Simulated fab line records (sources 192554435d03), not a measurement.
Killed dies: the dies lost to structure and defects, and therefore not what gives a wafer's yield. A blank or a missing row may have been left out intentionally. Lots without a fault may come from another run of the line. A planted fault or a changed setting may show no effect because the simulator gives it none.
A lot that was struck, set against a sound lot + flow n5Finfet + 16 steps out of a route of 1938
Sound: wafers L302.2, L302.3, L302.6. Wafers struck: L310.2, L310.5, L310.6. Last of all comes the cause.
Order at every step that has rows: each side's tool, ch and its chambers, its first start. Under that, the readings that differ: sound wafers + struck wafers + difference of the means + sigmas: that difference in standard deviations of wafers without a fault.
alike: readings with means less than 2 such deviations apart, plus words and numbers identical on both sides. not compared: withheld readings, readings lacking a value on some wafer, bounds such as >300 that could conceal the same value, and numbers that have no deviation in the record and whose values overlap.
A row with sigmas, a row that says differs or no value, or rows on one side alone: a step with any of these is where the two part. When numbers do not overlap yet have no deviation, they are printed without sigmas and do not part them. A reading missing from all wafers of one side parts the sides only when that side holds two or more wafers.

first, 6 steps without rows for these wafers: N5_BEOL_M4_COAT_05 (resist thk 30 nm); N5_BEOL_M4_EBR_07; N5_BEOL_M4_SOFTBAKE_06 (time 60 s); N5_BEOL_M4_EXPOSE_08 (exposes mask M4); N5_BEOL_M4_PEB_09 (peb time 60 s); N5_BEOL_M4_DEVELOP_10 (develop time 30 s).
N5_BEOL_M4_CD_MEAS_11: the cd target is 16.79 nm.
  sound on cdSem-02 ch 0, day 9 16:56; struck on cdSem-01 ch 0, day 11 11:06
  alike: cdNm
N5_BEOL_M4_OVL_MEAS_12:
  sound on overlay-02 ch 0, day 9 16:58; struck on overlay-02 ch 0, day 11 11:08
  alike: M4_OVL
N5_BEOL_M4_INSPECT_13: inspects for defects (brightfield).
  struck on defectInspect-01, day 11 11:11; sound on defectInspect-01, day 9 17:01
  alike: rawDefectCount
N5_BEOL_M4_DESCUM_16: chemistry O2, time 7 s.
  sound on rieDiel-03 ch 0,1,2, day 9 17:07; struck on rieDiel-03 ch 0,2,3, day 11 11:13
  alike: drypumpMotorCurrentA, oesProductAu, rfFwdPowerW, rfVppV, showerheadPlenumPTorr, tempC, throttleValvePct
  not compared: rfHoursCounterH
N5_BEOL_M4_ETCH_74: etches underlayer in N2/H2, target depth 6.5 nm, time 5.2 s.
  sound on rieDiel-03 ch 0,1,2, day 9 17:09; struck on rieDiel-03 ch 0,2,3, day 11 11:16
  alike: biasW, drypumpMotorCurrentA, etchRfOnTimeS, h2FlowSccm, oesProductAu, rfFwdPowerW, rfVppV, showerheadPlenumPTorr, throttleValvePct
  not compared: rfHoursCounterH
N5_BEOL_M4_ETCH_63: etches SiARC in CF4, target depth 15.6 nm, time 26 s.
  sound on rieDiel-03 ch 0,1,2, day 9 17:10; struck on rieDiel-03 ch 0,2,3, day 11 11:16
  alike: biasW, drypumpMotorCurrentA, etchRfOnTimeS, oesProductAu, rfFwdPowerW, rfVppV, showerheadPlenumPTorr, throttleValvePct
  not compared: rfHoursCounterH
N5_BEOL_M4_ETCH_64: etches SOC in N2/H2, target depth 75 nm, overetch 22.5 nm, time 121.9 s.
  sound on rieDiel-03 ch 0,1,2, day 9 17:12; struck on rieDiel-03 ch 0,2,3, day 11 11:18
| reading    | sound             | struck            | difference | sigmas |
|------------|-------------------|-------------------|------------|--------|
| biasW (W)  | 149.8 150.4 150.0 | 157.0 156.6 157.1 | +6.8       | +16    |
| rfVppV (V) | 525.9 527.7 524.7 | 542.8 539.7 540.9 | +15.0      | +11    |
  alike: drypumpMotorCurrentA, h2FlowSccm, oesProductAu, rfFwdPowerW, showerheadPlenumPTorr, tempC, throttleValvePct
  not compared: rfHoursCounterH, model.SiARC_of_BEOL_M4_COAT_62.thkNm
then, 1 step without rows for these wafers: N5_BEOL_M4_STRIP_65 (strips in N2/H2).
N5_BEOL_M4_RC_MEAS_101:
  sound on prober-02 ch 0, day 10 00:10; struck on prober-02 ch 0, day 11 17:14
  alike: DIBL_N, DIBL_P, IOFF_N, IOFF_P, ION_N, ION_P, SS_N, SS_P, VT_N, VT_P
-- record jumps: 4 days separate the struck wafers' starts on either side; left off in module BEOL_M4, taken up again in module PASSIVATION, whose first shown step is the route's number 1936 --
N5_PASSIVATION_PROBE_49:
  only the struck wafers here have rows in the record (prober-02, day 15 15:49); the sound ones have none

== WHERE THEY PART ==
First at N5_BEOL_M4_ETCH_64; last, within this record, at N5_PASSIVATION_PROBE_49.

WHY: whatever the simulator had introduced
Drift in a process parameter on rieDiel-03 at N5_BEOL_M4_ETCH_64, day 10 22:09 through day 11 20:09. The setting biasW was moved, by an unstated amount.
